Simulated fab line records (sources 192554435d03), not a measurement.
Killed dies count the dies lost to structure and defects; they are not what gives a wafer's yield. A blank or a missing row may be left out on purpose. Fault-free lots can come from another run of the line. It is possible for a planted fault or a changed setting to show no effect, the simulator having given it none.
One fault through the eyes of 2 desks + flow n5Finfet + only its own numbers are on each desk; what lay behind them is given at the end

== THE TOOL OWNER'S DESK: implanter-02 ==
For each lot that ran on this tool, the mean over its sampled wafers that have a number, from the tool's own readings at N5_MOL_CONTACT_COAG_IMPLANT_129. A lot is out of limits, marked OUT, if its mean lies more than 4 standard deviations from the usual mean; the brackets give that distance.
Columns: A = beamEnergyKeV at N5_MOL_CONTACT_COAG_IMPLANT_129, usual 3.0002; B = beamOnS at N5_MOL_CONTACT_COAG_IMPLANT_129, usual 43.8 s
| lot  | first seen here | A      | B    |
|------|-----------------|--------|------|
| L444 | day 6 00:32     | 3.0006 | 43.9 |
| L452 | day 6 17:35     | 3.0007 | 43.3 |
| L456 | day 8 01:38     | 3.0002 | 45.0 |
| L459 | day 8 15:53     | 2.9993 | 43.4 |
| L467 | day 10 13:36    | 2.9994 | 44.0 |
This desk's finding: nothing out of limits on any of the 5 lots.

== METROLOGY DESK ==
Means of the sampled wafers that have a number, per lot and without regard to the tool the lot ran on: this is what the gauges read. A lot is out of limits, marked OUT, if its mean lies more than 4 standard deviations from the usual mean; the brackets give that distance. Shown are 7 of the 17 readings it has, namely the first that went out of limits plus those furthest out on some lot.
Columns: A = ION_N at N5_BEOL_M4_RC_MEAS_101, usual 680 uA/um; B = RC_DENSE_N at N5_BEOL_M4_RC_MEAS_101, usual 19.0 ohm.um; C = RC_DENSE_P at N5_BEOL_M4_RC_MEAS_101, usual 23.7 ohm.um; D = RC_N at N5_BEOL_M4_RC_MEAS_101, usual 15.4 ohm.um; E = RC_P at N5_BEOL_M4_RC_MEAS_101, usual 19.3 ohm.um; F = REXT_N at N5_BEOL_M4_RC_MEAS_101, usual 75.2 ohm.um; G = REXT_P at N5_BEOL_M4_RC_MEAS_101, usual 100.9 ohm.um
| lot  | first seen here | A   | B              | C              | D              | E              | F               | G                |
|------|-----------------|-----|----------------|----------------|----------------|----------------|-----------------|------------------|
| L444 | day 6 00:31     | 687 | 18.8           | 23.4           | 15.3           | 19.0           | 74.9            | 97.0             |
| L449 | day 6 02:03     | 691 | 18.6           | 23.1           | 15.2           | 19.0           | 73.9            | 100.3            |
| L452 | day 6 17:33     | 664 | 19.4           | 24.0           | 15.7           | 19.6           | 76.3            | 99.5             |
| L456 | day 8 01:37     | 679 | 18.9           | 23.8           | 15.4           | 19.5           | 76.7            | 103.5            |
| L457 | day 8 05:03     | 678 | 19.3           | 23.6           | 15.6           | 19.2           | 78.6            | 98.1             |
| L459 | day 8 15:49     | 684 | 19.2           | 23.9           | 15.6           | 19.4           | 74.2            | 101.1            |
| L461 | day 9 02:53     | 656 | 37.9 (+40) OUT | 48.3 (+46) OUT | 31.0 (+41) OUT | 39.6 (+47) OUT | 87.5 (+6.5) OUT | 119.1 (+6.7) OUT |
| L462 | day 9 05:04     | 654 | 40.0 (+45) OUT | 50.0 (+50) OUT | 32.9 (+46) OUT | 40.7 (+50) OUT | 92.7 (+9.2) OUT | 118.9 (+6.7) OUT |
| L466 | day 10 04:57    | 674 | 18.9           | 24.0           | 15.4           | 19.6           | 75.2            | 100.6            |
| L467 | day 10 13:32    | 686 | 18.5           | 23.2           | 15.0           | 18.9           | 74.6            | 100.9            |
This desk's result: L461, L462 out of limits, first on L461 (RC_DENSE_N at N5_BEOL_M4_RC_MEAS_101), day 12 22:01. Within limits: L444, L449, L452, L456, L457, L459, L466, L467.

== BROUGHT TOGETHER ==
The metrology desk could have raised an alarm at day 12 22:01, on L461, L462.
Nothing out of limits was seen by the tool owner's desk.
The tool owner's desk has no number on record for L461, L462.
All the named lots went through N5_MOL_CONTACT_COAG_IMPLANT_129 on implanter-02.

== WHAT HAD BEEN PUT IN BY THE SIMULATOR ==
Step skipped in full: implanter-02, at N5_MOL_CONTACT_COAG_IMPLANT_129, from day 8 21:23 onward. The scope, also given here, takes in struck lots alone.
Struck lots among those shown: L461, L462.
Time in hours between the start of the fault and the first out-of-limits reading at each desk: metrology desk, 97.
